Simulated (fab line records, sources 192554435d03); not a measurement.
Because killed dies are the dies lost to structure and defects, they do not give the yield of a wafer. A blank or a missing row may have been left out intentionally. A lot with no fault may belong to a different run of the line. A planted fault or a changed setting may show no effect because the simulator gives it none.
Which of the tools did it? ; flow n5 finfet ; 20 lots (60 wafers sampled), 1 step of a 1938-step route

== WHAT THE GAUGES READ, wafer by wafer ==
N5_ILD0_THK_MEAS_04. Usual: thk nm 197.7 nm, standard deviation 1.1.
lot;measured;on;thk nm (nm);flag
L076;day 4 02:16;film metro-01;197.5 196.2 197.2;
L077;day 4 09:26;film metro-02;198.0 196.9 197.4;
L078;day 4 15:06;film metro-01;198.0 197.2 197.6;
L079;day 4 21:32;film metro-02;198.2 197.6 197.8;
L080;day 5 04:13;film metro-02;198.2 198.8 199.0;
L081;day 5 13:49;film metro-02;198.9 198.5 199.5;
L082;day 5 19:09;film metro-01;196.5 196.6 195.7;
L083;day 6 03:25;film metro-02;196.7 197.4 195.1;
L084;day 6 12:01;film metro-01;197.3 196.7 196.1;
L085;day 6 15:56;film metro-02;198.1 198.7 199.1;
L086;day 6 19:10;film metro-02;199.6 198.7 198.0;
L088;day 7 03:43;film metro-01;198.0 195.9 198.7;
L089;day 7 10:27;film metro-01;197.2 198.3 198.6;
L090;day 7 12:35;film metro-01;196.5 198.7 196.2;
L092;day 8 06:38;film metro-02;199.0 197.2 198.8;
L093;day 8 07:10;film metro-01;198.2 198.3 197.4;
L094;day 8 14:18;film metro-02;196.3 196.1 195.6;
L095;day 8 19:15;film metro-01;198.1 198.0 196.6;
L096;day 8 23:18;film metro-01;198.1 197.9 196.6;
L097;day 9 07:50;film metro-01;197.5 199.2 196.3;

== TOOL THAT RAN EACH LOT (tool first, then ch and the chambers of the sampled wafers, then the start) ==
Before these readings, the record contains no process step.

== WHAT THE TOOLS THEMSELVES READ (means of the sampled wafers that have a number; where no wafer has one, the mark that the record gives instead) ==
The record holds no such reading with a usual standard deviation.

== THE ANSWER, worked out from the rows above alone ==
Rule: a lot is off if the mean of its wafers that have a number lies more than 3 standard deviations from the usual mean. A lot without any number at a reading at which 4 lots or more have one is off too. Any other lot the step has rows for is counted as sound. After the gauges, taken in route order, come the tools' own readings; for these a lot's mean is taken, as printed above. The first step at which some lot is off is used, and at that step the reading that is off furthest; a lot without a number counts as furthest.
No lot is off on any of the readings shown, so nothing can be concluded from this.

== WHAT THE SIMULATOR HAD PUT IN ==
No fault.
